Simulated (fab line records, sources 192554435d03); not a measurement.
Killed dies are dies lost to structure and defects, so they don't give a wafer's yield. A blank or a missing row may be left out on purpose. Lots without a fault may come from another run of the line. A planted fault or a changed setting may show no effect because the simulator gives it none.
Which tool did it? | flow n5_finfet | 11 lots, 33 wafers sampled, at 4 steps of a route of 1938

WHAT THE GAUGES READ, wafer by wafer
N5_BEOL_M15_THK_MEAS_01.
lot  | measured     | on            | M15_ILD_THK (nm)
L076 | day 11 14:51 | film_metro-01 | 1598 1651 1629
L077 | day 12 14:44 | film_metro-02 | 1622 1650 1633
L079 | day 13 05:40 | film_metro-01 | 1608 1638 1632
L083 | day 14 01:45 | film_metro-02 | 1620 1634 1656
L084 | day 14 14:43 | film_metro-02 | 1580 1652 1616
L085 | day 14 20:13 | film_metro-01 | 1624 1614 1644
L087 | day 15 09:39 | film_metro-01 | 1655 1642 1662
L091 | day 16 02:25 | film_metro-02 | 1630 1653 1643
L093 | day 16 10:15 | film_metro-02 | 1635 1621 1657
L094 | day 16 14:16 | film_metro-02 | 1593 1605 1649
L095 | day 17 12:16 | film_metro-01 | 1628 1656 1658

WHICH TOOL RAN EACH LOT (tool, then ch and the chambers of the sampled wafers, then the start)
lot  | N5_BEOL_M14_VIA_ETCH_16            | N5_BEOL_M14_STRIP_63                          | N5_BEOL_M14_DESCUM_33
L076 | rie_diel-02 ch 0,2, day 11 09:23   | rie_diel-02 ch 0,2, day 11 10:08 or earlier   | rie_diel-06 ch 0,2,3, day 11 10:08
L077 | rie_diel-01 ch 1,2, day 12 09:25   | rie_diel-01 ch 1,2, day 12 10:21 or earlier   | rie_diel-02 ch 0,1,3, day 12 10:21
L079 | rie_diel-02 ch 0,3, day 13 01:55   | rie_diel-02 ch 0,3, day 13 02:41 or earlier   | rie_diel-01 ch 0,3, day 13 02:41
L083 | rie_diel-06 ch 0,3, day 13 21:52   | rie_diel-06 ch 0,3, day 13 22:46 or earlier   | rie_diel-02 ch 1,3, day 13 22:46
L084 | rie_diel-01 ch 2,3, day 14 06:37   | rie_diel-01 ch 2,3, day 14 07:28 or earlier   | rie_diel-06 ch 1,2,3, day 14 07:28
L085 | rie_diel-02 ch 2,3, day 14 16:16   | rie_diel-02 ch 2,3, day 14 17:08 or earlier   | rie_diel-06 ch 0,2, day 14 17:08
L087 | rie_diel-06 ch 1,2,3, day 15 04:19 | rie_diel-06 ch 1,2,3, day 15 05:13 or earlier | rie_diel-06 ch 0,1,2, day 15 05:13
L091 | rie_diel-06 ch 0,3, day 15 22:43   | rie_diel-06 ch 0,3, day 15 23:29 or earlier   | rie_diel-06 ch 2,3, day 15 23:29
L093 | rie_diel-01 ch 0,1,3, day 16 03:58 | rie_diel-01 ch 0,1,3, day 16 05:13 or earlier | rie_diel-01 ch 1,3, day 16 05:13
L094 | rie_diel-01 ch 0,1,3, day 16 08:09 | rie_diel-01 ch 0,1,3, day 16 09:02 or earlier | rie_diel-02 ch 0,2,3, day 16 09:02
L095 | rie_diel-02 ch 0,3, day 17 08:26   | rie_diel-02 ch 0,3, day 17 09:19 or earlier   | rie_diel-01 ch 1,2,3, day 17 09:19
- N5_BEOL_M14_VIA_ETCH_16: etches SiO2 in C4F8/O2/Ar, target depth 1231.3 nm.
- N5_BEOL_M14_STRIP_63: strips in O2.
- N5_BEOL_M14_DESCUM_33: chemistry O2, time 7.9 s.

THE ANSWER, worked out from the rows above alone
Rule: what is usual is taken from the lots themselves. Put in order of their means at a reading, lots are off if they are a third of the lots or fewer, leave a main group of 4 or more, and stand apart from it by a gap of 3 or more times the standard deviation of the main group's means; of several such gaps the widest counts. A main group whose means are all the same, to the digits that the tables above print for the reading, isn't used. A lot without any number at a reading at which 4 lots or more have one is off too. The other lots that the step has rows for count as sound.
No lot is off at any reading shown: from this, nothing can be told.

WHAT THE SIMULATOR HAD PUT IN
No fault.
